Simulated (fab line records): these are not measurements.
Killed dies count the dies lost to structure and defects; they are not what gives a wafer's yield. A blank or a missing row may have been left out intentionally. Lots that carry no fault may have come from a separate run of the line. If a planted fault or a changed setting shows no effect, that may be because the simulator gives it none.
fab line records	flow nand_harc
record lots=6	wafers=18	last_day=33
route steps=1302 shown P_M1@315 P_M2@318 END@1302
lots with no fault: from the same line, run without faults
start_h: hours from the record's opening day to when the first of the lot's shown wafers began	wait_h: hours elapsed since this lot's preceding step	" unchanged from the row above	L1.1+2: a single row standing in for several wafers	- no value present, or no start provided	* or withheld: withheld	< > ~ a bound
route shown NAME@n: a module of which the file shows steps, and the number in the route of the first	usual: mean and standard deviation over wafers with no fault	same: alike in all rows	chamber/n: place in a boat	sites: the reading at each site	_std_site: their standard deviation	_edge_site: the outer-site mean with the inner-site mean subtracted	radius_mm: for every site, how far away it sits from the centre of the wafer	mask NAME#n: copy n	behind: the tool/chamber that last shaped the wafer	hold: the reason the lot was held/the length of the hold in hours/how it ended	device: the transistor (n, p or np) that didn't switch	end of line: tests of these same wafers at the route's end	step lacking rows: just its recipe	killed: at the first sort, the dies lost to defects and structure; wafer yield is something else	map: a wafer's dies, marking killed ones x, the rest . and places with no die _
set.NAME: the setting that was run; set.NAME@STEP: the one run at that earlier step	model.NAME: the simulator's own value behind a step, which no gauge read
lots at selected steps of the route; one table per step, one row per wafer
services: from which hour (start_h, from the record's first day; less than 0 if before it) a tool's chamber was out of use, for how many hours, and why
## steps
# step NHARC_P_M1_INSPECT_27
# usual raw_defect_count=335/100
lot.wafer	tool	chamber	start_h	wait_h	raw_defect_count
L165.2	defect_inspect-02	-	236.05	0.0	463
L165.3	"	-	"	"	678
L165.5	"	-	"	"	419
L167.2	defect_inspect-02	-	270.57	0.0	383
L167.5	"	-	"	"	281
L167.6	"	-	"	"	360
L172.1	defect_inspect-01	-	306.68	0.0	288
L172.4	"	-	"	"	222
L172.6	"	-	"	"	348
L173.2	defect_inspect-01	-	315.74	0.0	285
L173.3	"	-	"	"	395
L173.6	"	-	"	"	338
L176.2	defect_inspect-01	-	349.26	0.0	335
L176.3	"	-	"	"	423
L176.6	"	-	"	"	266
L177.1	defect_inspect-02	-	360.63	0.0	345
L177.4	"	-	"	"	504
L177.5	"	-	"	"	217
# step NHARC_P_M1_PRE_CLEAN_32
# recipe time_s=12	temp_c=370	rf_power_w=300	gas=NH3
# usual heater_power_w=638/88
lot.wafer	tool	chamber	start_h	wait_h	heater_power_w	since_wet_clean_h
L165.2	pecvd-01	0	237.08	1.0	532	94
L165.3	"	0	"	"	542	-
L165.5	"	1	"	"	628	-
L167.2	pecvd-02	2	270.64	0.1	726	30
L167.6	"	2	"	"	717	-
L167.5	"	0	"	"	624	-
L172.1	pecvd-01	1	306.75	0.1	729	164
L172.6	"	2	"	"	545	-
L172.4	"	0	"	"	533	-
L173.3	pecvd-03	2	315.81	0.1	544	117
L173.2	"	0	"	"	702	117
L173.6	"	2	"	"	532	-
L176.2	pecvd-01	1	349.33	0.1	705	25
L176.3	"	0	"	"	533	25
L176.6	"	2	"	"	544	-
L177.1	pecvd-02	2	360.72	0.1	620	120
L177.5	"	0	"	"	702	-
L177.4	"	1	"	"	726	-
# step NHARC_P_M1_DEP_33
# recipe target_thk_a=300	temp_c=370	target_thk_nm=30	pressure_torr=3	flow_sccm=200	rf_w=450	material=SiCN
# usual heater_power_w=585/91
lot.wafer	tool	chamber	start_h	wait_h	heater_power_w	since_wet_clean_h
L165.2	pecvd-01	0	237.20	0.1	454	94
L165.3	"	0	"	"	462	-
L165.5	"	1	"	"	574	-
L167.2	pecvd-02	2	270.72	0.1	683	30
L167.6	"	2	"	"	686	-
L167.5	"	0	"	"	645	-
L172.1	pecvd-01	1	306.83	0.1	572	164
L172.6	"	2	"	"	552	-
L172.4	"	0	"	"	446	-
L173.3	pecvd-03	2	315.89	0.1	398	117
L173.2	"	0	"	"	634	117
L173.6	"	2	"	"	398	-
L176.2	pecvd-01	1	349.41	0.1	581	25
L176.3	"	0	"	"	456	26
L176.6	"	2	"	"	466	-
L177.1	pecvd-02	2	360.86	0.1	599	121
L177.5	"	0	"	"	678	-
L177.4	"	1	"	"	684	-
# step NHARC_P_M2_DEP_00
# recipe target_thk_a=1825	target_thk_nm=182.5	temp_c=withheld	pressure_torr=5	flow_sccm=200	rf_w=600	material=SiOC
# step NHARC_P_M2_DEHYDRATE_01
# recipe temp_c=150	time_s=120
# step NHARC_P_M2_HMDS_02
# recipe time_s=30
# step NHARC_P_M2_COAT_34
# recipe temp_c=200	time_s=65
# step NHARC_P_M2_COAT_03
# recipe spin_rpm=1500	resist_thk_nm=90
# step NHARC_P_M2_SOFTBAKE_04
# recipe temp_c=105	time_s=55
# step NHARC_P_M2_EBR_05
# step NHARC_P_M2_EXPOSE_06
# recipe na=1.35	target_cd_nm=170	dose_mj=80.78	mask_id=P_M2
# step NHARC_P_M2_PEB_07
# recipe peb_temp_c=100	peb_time_s=65
# usual heater_power_total_W=156.6/0.43
lot.wafer	tool	chamber	start_h	wait_h	heater_power_total_W
L165.2	litho_track-06	0	238.61	0.1	157.1
L165.3	"	0	"	"	157.1
L165.5	"	0	"	"	157.0
L167.2	litho_track-01	0	271.91	0.1	157.2
L167.5	"	0	"	"	156.9
L167.6	"	0	"	"	157.1
L172.1	litho_track-06	0	307.87	0.1	302.5
L172.4	"	0	"	"	302.6
L172.6	"	0	"	"	300.0
L173.2	litho_track-06	0	317.05	0.1	302.4
L173.3	"	0	"	"	302.5
L173.6	"	0	"	"	300.1
L176.2	litho_track-04	0	350.58	0.1	157.0
L176.3	"	0	"	"	156.7
L176.6	"	0	"	"	156.7
L177.1	litho_track-04	0	361.82	0.1	156.2
L177.4	"	0	"	"	157.1
L177.5	"	0	"	"	156.2
# step NHARC_P_M2_DEVELOP_08
# recipe develop_time_s=35	dev_temp_c=23
# step NHARC_P_M2_CD_MEAS_09
# recipe target_cd_nm=170	landing_energy_ev=500
# usual cd_nm=169.9/0.65
lot.wafer	tool	chamber	start_h	wait_h	cd_nm
L165.2	cd_sem-03	0	238.70	-	169.5
L165.3	"	0	"	"	170.8
L165.5	"	0	"	"	170.8
L167.2	cd_sem-02	0	271.99	-	170.4
L167.5	"	0	"	"	171.1
L167.6	"	0	"	"	170.6
L172.1	cd_sem-01	0	307.95	-	121.5
L172.4	"	0	"	"	121.5
L172.6	"	0	"	"	122.1
L173.2	cd_sem-02	0	317.13	-	120.7
L173.3	"	0	"	"	120.2
L173.6	"	0	"	"	119.8
L176.2	cd_sem-03	0	350.66	-	170.8
L176.3	"	0	"	"	169.3
L176.6	"	0	"	"	169.6
L177.1	cd_sem-03	0	361.90	-	170.5
L177.4	"	0	"	"	169.7
L177.5	"	0	"	"	170.1
# step NHARC_P_M2_OVL_MEAS_10
# recipe pitch_nm=340
# usual overlay_x_nm=0.0/0.81	overlay_y_nm=0.1/0.9
lot.wafer	tool	chamber	start_h	wait_h	overlay_x_nm	overlay_y_nm
L165.2	overlay-01	-	238.78	-	-0.2	1.3
L165.3	"	-	"	"	0.1	0.6
L165.5	"	-	"	"	-0.1	1.4
L167.2	overlay-01	-	272.08	-	-1.5	0.6
L167.5	"	-	"	"	-1.2	0.7
L167.6	"	-	"	"	-1.5	1.0
L172.1	overlay-01	-	308.04	-	0.7	0.2
L172.4	"	-	"	"	0.8	0.4
L172.6	"	-	"	"	0.4	0.0
L173.2	overlay-01	-	317.22	-	0.9	1.6
L173.3	"	-	"	"	1.6	1.8
L173.6	"	-	"	"	0.9	0.8
L176.2	overlay-01	-	350.75	-	0.0	1.0
L176.3	"	-	"	"	-0.1	0.7
L176.6	"	-	"	"	0.5	1.0
L177.1	overlay-02	-	361.98	-	-0.7	0.8
L177.4	"	-	"	"	-1.1	-0.2
L177.5	"	-	"	"	-1.3	0.2
# step NHARC_P_M2_INSPECT_11
# usual raw_defect_count=3.9/2.3
lot.wafer	tool	chamber	start_h	wait_h	raw_defect_count
L165.2	defect_inspect-01	-	238.82	0.0	9
L165.3	"	-	"	"	6
L165.5	"	-	"	"	4
L167.2	defect_inspect-02	-	272.11	0.0	8
L167.5	"	-	"	"	8
L167.6	"	-	"	"	4
L172.1	defect_inspect-01	-	308.08	0.0	5
L172.4	"	-	"	"	6
L172.6	"	-	"	"	7
L173.2	defect_inspect-02	-	317.25	0.0	8
L173.3	"	-	"	"	8
L173.6	"	-	"	"	3
L176.2	defect_inspect-01	-	350.79	0.0	4
L176.3	"	-	"	"	1
L176.6	"	-	"	"	4
L177.1	defect_inspect-02	-	362.02	0.0	5
L177.4	"	-	"	"	4
L177.5	"	-	"	"	6
# step NHARC_P_M2_DESCUM_14
# recipe time_s=3	o2_flow_sccm=200	ar_flow_sccm=0	bias_power_w=0	chemistry=O2
# usual drypump_motor_current_A=6.01/0.28	oes_product_au=0.998/0.013	rf_vpp_V=57.9/0.92	showerhead_plenum_p_Torr=1.93/0.072	throttle_valve_pct=11.312/0.0086
lot.wafer	tool	chamber	start_h	wait_h	drypump_motor_current_A	oes_product_au	rf_hours_counter_h	rf_vpp_V	showerhead_plenum_p_Torr	throttle_valve_pct	model.P_M2.cd_nm
L165.3	rie_diel-01	2	238.90	0.1	5.73	1.017	1.1	57.9	2.04	11.331	170.4
L165.2	"	3	"	"	5.85	1.000	1.5	58.9	1.90	11.307	170.1
L165.5	"	0	"	"	6.43	0.998	-	56.8	1.83	11.306	169.9
L167.2	rie_diel-06	2	272.17	0.1	6.26	0.997	7.4	56.3	1.80	11.311	172
L167.5	"	2	"	"	6.22	0.994	-	55.9	1.80	11.309	172.2
L167.6	"	3	"	"	6.31	0.993	-	57.7	1.97	11.313	169.9
L172.4	rie_diel-01	2	308.14	0.1	5.74	1.011	7.1	58.2	2.03	11.324	121.2
L172.1	"	0	"	"	6.45	0.988	7.3	57.2	1.83	11.308	120.8
L172.6	"	2	"	"	5.75	1.009	-	58.4	2.03	11.329	122
L173.2	rie_diel-06	2	317.32	0.1	6.26	1.021	0.0	57.4	1.81	11.290	121.1
L173.3	"	0	"	"	6.00	0.996	0.1	58.9	1.94	11.306	120.6
L173.6	"	1	"	"	6.20	1.020	-	56.5	1.89	11.306	119.6
L176.3	rie_diel-06	0	350.85	0.1	5.99	0.987	1.4	57.7	1.94	11.304	169.3
L176.2	"	2	"	"	6.24	1.005	2.0	58.8	1.80	11.324	171.9
L176.6	"	3	"	"	6.28	0.995	-	58.2	1.97	11.322	170.1
L177.1	rie_diel-06	3	362.09	0.1	6.29	1.005	2.6	59.6	1.97	11.316	170.4
L177.4	"	1	"	"	6.20	1.018	1.6	57.8	1.89	11.307	169.4
L177.5	"	3	"	"	6.26	1.006	-	57.0	1.97	11.320	169.5
# step NHARC_P_M2_ETCH_35
# recipe target_depth_a=400	overetch_a=120	time_s=43.94	ion_energy_ev=200	n2_flow_sccm=150	h2_flow_sccm=150	ar_flow_sccm=0	rf_w=400	bias_w=150	chemistry=N2/H2
# usual bias_w=150.0/0.42	drypump_motor_current_A=6.02/0.29	oes_product_au=0.999/0.013	rf_vpp_V=431.0/2.4	showerhead_plenum_p_Torr=2.06/0.08	throttle_valve_pct=14.171/0.0093
lot.wafer	tool	chamber	start_h	wait_h	bias_w	drypump_motor_current_A	oes_product_au	rf_hours_counter_h	rf_vpp_V	showerhead_plenum_p_Torr	throttle_valve_pct
L165.2	rie_diel-01	2	238.97	0.1	150.3	5.73	1.020	1.1	433.8	2.17	14.165
L165.3	"	0	"	"	149.3	6.46	0.994	1.9	428.0	1.95	14.180
L165.5	"	1	"	"	149.6	5.98	0.991	-	434.2	2.14	14.170
L167.2	rie_diel-06	3	272.26	0.1	150.0	6.30	1.002	7.2	432.9	2.10	14.170
L167.5	"	2	"	"	150.0	6.23	0.989	-	426.2	1.92	14.168
L167.6	"	3	"	"	149.9	6.28	0.994	-	432.1	2.10	14.173
L172.1	rie_diel-01	0	308.22	0.1	149.7	6.36	0.987	7.3	426.4	1.95	14.168
L172.4	"	1	"	"	149.8	6.01	0.997	7.5	432.7	2.13	14.185
L172.6	"	0	"	"	149.7	6.39	0.981	-	427.8	1.95	14.157
L173.3	rie_diel-06	0	317.41	0.1	149.7	5.98	0.997	0.1	432.3	2.07	14.153
L173.2	"	1	"	"	149.8	6.19	1.014	0.1	427.8	2.02	14.179
L173.6	"	3	"	"	149.8	6.27	1.012	-	432.4	2.10	14.171
L176.3	rie_diel-06	2	350.93	0.1	149.4	6.24	1.011	2.0	427.7	1.92	14.180
L176.2	"	3	"	"	150.8	6.27	1.022	2.0	432.2	2.10	14.183
L176.6	"	3	"	"	150.9	6.24	1.009	-	431.4	2.10	14.179
L177.4	rie_diel-06	1	362.17	0.1	149.5	6.23	1.020	1.7	430.4	2.02	14.162
L177.1	"	2	"	"	149.7	6.23	1.024	2.5	427.9	1.92	14.193
L177.5	"	2	"	"	149.9	6.25	1.012	-	427.6	1.92	14.159
# step NHARC_P_M2_ETCH_15
# recipe target_depth_a=1825	time_s=91.2	c4f8_flow_sccm=withheld	ar_flow_sccm=400	rf_w=600	bias_w=300	chemistry=C4F8/Ar
# usual bias_w=300.0/1.1	oes_product_au=0.940/0.025	rf_vpp_V=441.2/2.3
lot.wafer	tool	chamber	start_h	wait_h	bias_w	oes_product_au	rf_hours_counter_h	rf_vpp_V
L165.3	rie_diel-01	0	-	-	302.3	0.927	1.9	437.1
L165.2	"	2	"	"	300.7	0.938	1.2	444.4
L165.5	"	0	"	"	299.2	0.924	-	439.8
L167.2	rie_diel-06	3	-	-	300.1	0.947	7.2	442.2
L167.6	"	1	"	"	301.1	0.959	-	439.2
L167.5	"	2	"	"	300.3	0.943	-	439.4
L172.4	rie_diel-01	3	-	-	300.0	0.961	6.9	440.7
L172.1	"	1	"	"	300.9	0.959	7.6	445.3
L172.6	"	0	"	"	300.2	0.976	-	438.7
L173.2	rie_diel-06	3	-	-	299.9	0.980	0.1	443.3
L173.3	"	1	"	"	299.2	0.968	0.1	439.1
L173.6	"	2	"	"	299.3	0.983	-	437.6
L176.3	rie_diel-06	3	-	-	300.3	0.956	2.1	442.1
L176.2	"	2	"	"	300.1	0.973	2.1	437.2
L176.6	"	0	"	"	298.7	0.935	-	441.0
L177.1	rie_diel-06	2	-	-	302.0	0.962	2.6	436.5
L177.4	"	3	"	"	301.4	0.974	2.6	443.2
L177.5	"	2	"	"	300.5	0.966	-	436.3
# step NHARC_P_M2_CD_MEAS_16
# usual cd_nm=169.8/1.1
lot.wafer	tool	chamber	start_h	wait_h	cd_nm
L165.2	cd_sem-01	-	239.19	-	169.6
L165.3	"	-	"	"	170.0
L165.5	"	-	"	"	169.9
L167.2	cd_sem-02	-	272.48	-	171.8
L167.5	"	-	"	"	172.6
L167.6	"	-	"	"	169.8
L172.1	cd_sem-03	-	308.44	-	120.5
L172.4	"	-	"	"	121.8
L172.6	"	-	"	"	121.6
L173.2	cd_sem-01	-	317.62	-	120.6
L173.3	"	-	"	"	120.3
L173.6	"	-	"	"	119.5
L176.2	cd_sem-02	-	351.15	-	172.5
L176.3	"	-	"	"	168.0
L176.6	"	-	"	"	170.8
L177.1	cd_sem-01	-	362.39	-	170.0
L177.4	"	-	"	"	168.9
L177.5	"	-	"	"	168.5
# step NHARC_P_M2_STRIP_18
# recipe power_w=1000	n2_flow_sccm=150	h2_flow_sccm=150	ar_flow_sccm=0	bias_w=0	chemistry=N2/H2
# usual drypump_motor_current_A=6.0/0.31	oes_product_au=1.001/0.015	rf_vpp_V=90.8/0.97	showerhead_plenum_p_Torr=2.07/0.075	throttle_valve_pct=14.170/0.0085
# same bias_w=0
lot.wafer	tool	chamber	start_h	wait_h	drypump_motor_current_A	oes_product_au	rf_hours_counter_h	rf_vpp_V	showerhead_plenum_p_Torr	throttle_valve_pct
L165.2	rie_diel-11	2	239.26	0.1	5.9	1.007	10	89.9	2.08	14.167
L165.3	"	0	"	"	6.1	0.981	7	90.6	2.09	14.162
L165.5	"	2	"	"	5.9	1.032	-	91.0	2.08	14.170
L167.2	rie_diel-11	2	272.55	0.1	5.9	1.000	0	90.3	2.08	14.171
L167.5	"	3	"	"	5.4	1.012	-	91.7	2.10	14.161
L167.6	"	1	"	"	5.6	1.049	-	91.1	2.18	14.180
L172.4	rie_diel-11	2	308.54	0.1	5.9	1.003	1	90.9	2.08	14.174
L172.1	"	3	"	"	5.3	1.003	1	90.1	2.10	14.183
L172.6	"	2	"	"	5.9	0.987	-	89.8	2.08	14.152
L173.3	rie_diel-06	2	317.72	0.1	6.3	1.024	0	90.2	1.92	14.180
L173.2	"	3	"	"	6.2	1.004	0	89.3	2.10	14.157
L173.6	"	2	"	"	6.3	1.009	-	89.5	1.92	14.170
L176.3	rie_diel-01	3	351.23	0.1	5.9	1.020	10	91.9	2.02	14.165
L176.2	"	2	"	"	5.7	1.016	11	92.8	2.17	14.169
L176.6	"	0	"	"	6.5	0.985	-	89.6	1.94	14.170
L177.4	rie_diel-06	3	362.46	0.1	6.3	1.003	3	90.6	2.10	14.185
L177.1	"	0	"	"	6.0	0.981	2	89.7	2.07	14.179
L177.5	"	0	"	"	6.0	0.985	-	91.0	2.07	14.164
# step NHARC_P_M2_ETCH_28
# recipe target_depth_a=300	over_etch_frac=0.3	time_s=72.99	ion_energy_ev=150	cf4_flow_sccm=50	n2_flow_sccm=100	ar_flow_sccm=150	rf_w=300	bias_w=100	chemistry=CF4/N2
# usual bias_w=100.0/0.3	drypump_motor_current_A=5.96/0.3	oes_product_au=1.001/0.014	rf_vpp_V=314.7/1.7	showerhead_plenum_p_Torr=2.66/0.091	throttle_valve_pct=19.795/0.0091
# same over_etch_frac=0.3
lot.wafer	tool	chamber	start_h	wait_h	bias_w	drypump_motor_current_A	oes_product_au	rf_hours_counter_h	rf_vpp_V	showerhead_plenum_p_Torr	throttle_valve_pct	model.P_M2.cd_nm
L165.2	rie_diel-11	1	-	-	99.7	5.57	1.016	7	318.1	2.79	19.790	169.8
L165.3	"	0	"	"	99.9	6.11	0.980	8	314.7	2.69	19.783	169.8
L165.5	"	2	"	"	100.2	5.91	1.012	-	316.8	2.67	19.782	170.7
L167.2	rie_diel-11	1	-	-	99.7	5.62	1.027	0	315.5	2.79	19.777	171.5
L167.6	"	1	"	"	99.9	5.59	1.024	-	315.1	2.79	19.787	169.2
L167.5	"	2	"	"	99.3	5.93	1.003	-	314.8	2.67	19.810	173.2
L172.1	rie_diel-11	3	-	-	100.7	5.35	1.006	1	315.7	2.70	19.783	121.6
L172.4	"	0	"	"	100.1	6.13	1.013	1	315.5	2.69	19.796	121.8
L172.6	"	3	"	"	100.5	5.33	1.009	-	315.8	2.70	19.783	122.2
L173.3	rie_diel-06	1	-	-	100.0	6.21	0.992	0	313.0	2.60	19.814	120.1
L173.2	"	3	"	"	99.9	6.26	0.987	0	313.9	2.70	19.797	120.6
L173.6	"	1	"	"	99.9	6.21	1.002	-	315.1	2.60	19.791	119.8
L176.2	rie_diel-01	1	-	-	100.0	6.03	1.008	10	316.6	2.74	19.804	172.4
L176.3	"	3	"	"	100.2	5.90	0.997	10	312.4	2.60	19.811	168.8
L176.6	"	2	"	"	100.0	5.72	1.015	-	317.1	2.78	19.802	170.7
L177.4	rie_diel-06	2	-	-	100.1	6.24	1.008	3	312.7	2.48	19.796	169.7
L177.1	"	3	"	"	99.6	6.24	1.005	3	314.3	2.70	19.805	169
L177.5	"	2	"	"	99.9	6.24	1.023	-	310.8	2.48	19.806	168.1
# step NHARC_P_M2_STRIP_19
# recipe time_s=600	temp_c=30	chemistry=post_etch_residue_remover
# step NHARC_END_SORT_01
# recipe temp_c=25
# usual defect_limited_yield=91.7/2.5	killed_at_array=52/18	killed_at_other=1.0/1.4	killed_at_periphery=3.1/2.3	killed_dies=56/17	killed_open=3.0/1.7	killed_short=2.5/1.7	sort_bin_2_pct=3.0/1.1	sort_bin_3_pct=0.6/0.36	sort_bin_4_pct=4.8/1.4	sort_n_pass=621/17	sort_rim_yield_pct=91/4.6	sort_yield_pct=91.7/2.5
# same gross_dies=677	sort_bin_5_pct[%]=0	sort_bin_6_pct[%]=0	sort_bin_7_pct[%]=0	sort_bin_8_pct[%]=0	sort_rim_n_gross=106.00
lot.wafer	tool	chamber	start_h	wait_h	defect_limited_yield[%]	killed_at_array	killed_at_other	killed_at_periphery	killed_dies	killed_open	killed_short	sort_bin_2_pct[%]	sort_bin_3_pct[%]	sort_bin_4_pct[%]	sort_n_pass	sort_rim_yield_pct[%]	sort_yield_pct[%]
L172.1	prober-01	0	738.43	2.5	0.1	84	0	592	676	7	3	90.8	1.0	8.0	1	0	0.1
L172.4	prober-01	0	740.81	3.4	0	59	2	616	677	1	0	94.2	0.7	5.0	0	0	0
L172.6	prober-01	0	742.40	4.0	0.1	73	0	603	676	1	6	93.4	0.4	6.1	1	0	0.1
L173.2	prober-02	0	739.21	2.8	0.3	42	2	631	675	2	1	95.0	0.7	4.0	2	0	0.3
L173.3	prober-02	0	740.02	3.1	0	52	1	624	677	1	2	93.8	0	6.2	0	0	0
L173.6	prober-02	0	742.46	4.1	0	47	2	628	677	2	2	95.6	0.3	4.1	0	0	0
# killed by level:class
L172.1 P_M2:area_peb=589 A_SLIT:chamber_film_flake=34 A_CHANNEL_HOLE_D2:chamber_film_flake=28 A_CHANNEL_HOLE_D1:chamber_film_flake=8 A_WL_FILL:chamber_film_flake=3 A_CONTACT:chamber_film_flake=3 P_M0:geometric_particle:open=2 A_ONON_D2:geometric_particle:open=2
L173.2 P_M2:area_peb=625 A_CHANNEL_HOLE_D1:chamber_film_flake=22 A_SLIT:chamber_film_flake=6 A_CONTACT:chamber_film_flake=5 P_CONTACT:chamber_film_flake=3 A_BONDPAD:chamber_film_flake=3 A_CHANNEL_FILL_D1:geometric_particle:open=2 P_M2:chamber_film_flake=2
L173.3 P_M2:area_peb=611 A_CHANNEL_HOLE_D1:chamber_film_flake=33 P_M2:chamber_film_flake=5 A_SLIT:chamber_film_flake=5 A_CONTACT:chamber_film_flake=5 P_CONTACT:chamber_film_flake=4 A_WL_FILL:chamber_film_flake=4 P_ZERO_WELL:chamber_film_flake=2
L172.4 P_M2:area_peb=616 A_CHANNEL_HOLE_D2:chamber_film_flake=22 A_SLIT:chamber_film_flake=18 A_CHANNEL_HOLE_D1:chamber_film_flake=8 A_CONTACT:chamber_film_flake=5 A_STAIRCASE:chamber_film_flake=2 A_WL_FILL:chamber_film_flake=2 THIN_TSV:chamber_film_flake=2
L172.6 P_M2:area_peb=601 A_SLIT:chamber_film_flake=38 A_CHANNEL_HOLE_D2:chamber_film_flake=17 A_CHANNEL_HOLE_D1:chamber_film_flake=8 A_CHANNEL_HOLE_D1:geometric_particle:short=3 P_M1:geometric_particle:open=1 A_CHANNEL_FILL_D2:geometric_particle:short=1 A_WL_FILL:geometric_particle:short=1
L173.6 P_M2:area_peb=625 A_CHANNEL_HOLE_D1:chamber_film_flake=26 A_CONTACT:chamber_film_flake=6 A_CHANNEL_HOLE_D2:chamber_film_flake=5 A_SLIT:chamber_film_flake=3 A_M0:geometric_particle:open=2 A_WL_FILL:chamber_film_flake=2 THIN_TSV:chamber_film_flake=2
# map L172.4 (x killed, . not)
____________x____________
_________xxxxxxx_________
_______xxxxxxxxxxx_______
______xxxxxxxxxxxxx______
_____xxxxxxxxxxxxxxx_____
____xxxxxxxxxxxxxxxxx____
____xxxxxxxxxxxxxxxxx____
___xxxxxxxxxxxxxxxxxxx___
___xxxxxxxxxxxxxxxxxxx___
__xxxxxxxxxxxxxxxxxxxxx__
__xxxxxxxxxxxxxxxxxxxxx__
_xxxxxxxxxxxxxxxxxxxxxxx_
_xxxxxxxxxxxxxxxxxxxxxxx_
_xxxxxxxxxxxxxxxxxxxxxxx_
_xxxxxxxxxxxxxxxxxxxxxxx_
_xxxxxxxxxxxxxxxxxxxxxxx_
xxxxxxxxxxxxxxxxxxxxxxxxx
xxxxxxxxxxxxxxxxxxxxxxxxx
xxxxxxxxxxxxxxxxxxxxxxxxx
xxxxxxxxxxxxxxxxxxxxxxxxx
xxxxxxxxxxxxxxxxxxxxxxxxx
_xxxxxxxxxxxxxxxxxxxxxxx_
_xxxxxxxxxxxxxxxxxxxxxxx_
_xxxxxxxxxxxxxxxxxxxxxxx_
_xxxxxxxxxxxxxxxxxxxxxxx_
_xxxxxxxxxxxxxxxxxxxxxxx_
__xxxxxxxxxxxxxxxxxxxxx__
__xxxxxxxxxxxxxxxxxxxxx__
___xxxxxxxxxxxxxxxxxxx___
___xxxxxxxxxxxxxxxxxxx___
____xxxxxxxxxxxxxxxxx____
____xxxxxxxxxxxxxxxxx____
_____xxxxxxxxxxxxxxx_____
______xxxxxxxxxxxxx______
_______xxxxxxxxxxx_______
_________xxxxxxx_________
____________x____________
# map L173.3 (x killed, . not)
____________x____________
_________xxxxxxx_________
_______xxxxxxxxxxx_______
______xxxxxxxxxxxxx______
_____xxxxxxxxxxxxxxx_____
____xxxxxxxxxxxxxxxxx____
____xxxxxxxxxxxxxxxxx____
___xxxxxxxxxxxxxxxxxxx___
___xxxxxxxxxxxxxxxxxxx___
__xxxxxxxxxxxxxxxxxxxxx__
__xxxxxxxxxxxxxxxxxxxxx__
_xxxxxxxxxxxxxxxxxxxxxxx_
_xxxxxxxxxxxxxxxxxxxxxxx_
_xxxxxxxxxxxxxxxxxxxxxxx_
_xxxxxxxxxxxxxxxxxxxxxxx_
_xxxxxxxxxxxxxxxxxxxxxxx_
xxxxxxxxxxxxxxxxxxxxxxxxx
xxxxxxxxxxxxxxxxxxxxxxxxx
xxxxxxxxxxxxxxxxxxxxxxxxx
xxxxxxxxxxxxxxxxxxxxxxxxx
xxxxxxxxxxxxxxxxxxxxxxxxx
_xxxxxxxxxxxxxxxxxxxxxxx_
_xxxxxxxxxxxxxxxxxxxxxxx_
_xxxxxxxxxxxxxxxxxxxxxxx_
_xxxxxxxxxxxxxxxxxxxxxxx_
_xxxxxxxxxxxxxxxxxxxxxxx_
__xxxxxxxxxxxxxxxxxxxxx__
__xxxxxxxxxxxxxxxxxxxxx__
___xxxxxxxxxxxxxxxxxxx___
___xxxxxxxxxxxxxxxxxxx___
____xxxxxxxxxxxxxxxxx____
____xxxxxxxxxxxxxxxxx____
_____xxxxxxxxxxxxxxx_____
______xxxxxxxxxxxxx______
_______xxxxxxxxxxx_______
_________xxxxxxx_________
____________x____________
## services
tool	chamber	start_h	hours	kind
pecvd-02	-	227.38	13.0	pm
rie_diel-11	1	230.55	4.0	repair
pecvd-01	2	232.66	9.9	repair
pecvd-03	2	234.56	25.0	repair
rie_diel-11	-	234.75	0.2	repair
rie_diel-06	0	237.22	-	clean
rie_diel-06	1	237.22	-	clean
rie_diel-06	2	237.22	-	clean
rie_diel-06	3	237.22	-	clean
rie_diel-11	-	255.50	9.0	pm
pecvd-03	0	257.57	3.5	repair
rie_diel-06	0	261.72	-	clean
rie_diel-11	0	269.67	9.7	repair
rie_diel-06	-	279.08	1.6	repair
rie_diel-06	-	307.22	9.0	pm
pecvd-01	-	311.00	13.0	pm
rie_diel-11	-	311.39	0.4	repair
rie_diel-11	3	322.31	9.8	repair
rie_diel-01	1	326.90	7.0	repair
litho_track-01	-	330.00	7.0	pm
pecvd-03	1	344.84	7.1	repair
rie_diel-11	-	352.54	0.4	repair
litho_track-06	-	354.00	7.0	pm
pecvd-02	-	354.37	0.7	repair
## key
first_sign step=NHARC_P_M2_PEB_07	reading=heater_power_total_W	direction=up	sigmas=99+	usual=*	struck=*
effect step=NHARC_P_M2_CD_MEAS_09	reading=cd_nm	direction=down	sigmas=75	usual=169.9	struck=121.0
effect step=NHARC_P_M2_CD_MEAS_16	reading=cd_nm	direction=down	sigmas=46	usual=169.8	struck=120.7
effect step=NHARC_END_SORT_01	reading=killed_at_periphery	direction=up	sigmas=99+	usual=3.1	struck=615.7
model_effect step=NHARC_P_M2_DESCUM_14	value=P_M2.cd_nm	without=170.1	struck=120.9
model_effect step=NHARC_P_M2_ETCH_28	value=P_M2.cd_nm	without=170.2	struck=121
more_kills_born_at NHARC_P_M2_PEB_07@litho_track-06=3667
met_at NHARC_P_M2_PEB_07
struck_wafers L172.1,L172.4,L172.6,L173.2,L173.3,L173.6
later_rows_left_out L172.1,L172.4,L172.6,L173.2,L173.3,L173.6
onset_between 238.61 307.87
fault kind=process_parameter_drift	tool=litho_track-06	chamber=-	onset_h=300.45	steps=NHARC_P_M2_PEB_07	channel=peb_time_s	offset=*	shape=step	acts_in=*	stated=*
# later_rows_left_out: the simulator's readings of these wafers behind a module that went badly wrong aren't trusted and aren't shown, but for the sort
